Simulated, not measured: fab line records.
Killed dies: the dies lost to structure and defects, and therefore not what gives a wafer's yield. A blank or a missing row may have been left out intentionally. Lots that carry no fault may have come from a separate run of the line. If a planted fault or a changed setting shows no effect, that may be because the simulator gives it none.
Matching of chambers | flow nand_harc | cmp-01 running NHARC_A_CHANNEL_FILL_D2_CMP_10: 4 sister chambers
The step polishes, target thk 150 nm. 4 wafers are shown with their chamber, then 8 later ones without.

== WAFERS, EACH WITH ITS CHAMBER ==
wafer  | chamber | motor_current_A (A)
L086.5 | 3       | 12.0
L090.1 | 0       | 13.0
L090.5 | 1       | 15.1
L092.1 | 2       | 10.3

== WAFERS WITHOUT THEIR CHAMBER ==
wafer  | motor_current_A (A)
L092.3 | 12.3
L092.5 | 14.1
L093.3 | 12.3
L093.4 | 10.3
L093.5 | 12.2
L096.1 | 11.1
L096.3 | 12.1
L096.6 | 11.4

== CHAMBER TAKEN BY EACH ==
wafer  | from the rows above          | in truth
L092.3 | can't be placed: 3 or 0      | 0
L092.5 | can't be placed: 1 or 0      | 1
L093.3 | can't be placed: 3 or 0      | 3
L093.4 | 2                            | 2
L093.5 | can't be placed: 3 or 0      | 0
L096.1 | can't be placed: 2 or 3      | 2
L096.3 | can't be placed: 3 or 0      | 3
L096.6 | can't be placed: 3 or 2 or 0 | 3
1 of 8 placed correctly. Can't be placed from these rows: 7 (the true chamber is among the candidates in 7). 0 placed wrongly.
How it was worked out, from the rows above alone: a wafer's distance from a chamber is the root of the sum, over the readings, of the square of ((its reading less the chamber's mean) divided by the reading's scatter). The wafer belongs to the nearest chamber; if the next one is less than 2 further off, it can't be placed. Each chamber's mean is taken over the wafers shown for it. The scatter (one wafer shown for each chamber): square how far every hidden wafer sits from the nearest shown wafer, average those squares and take the square root.
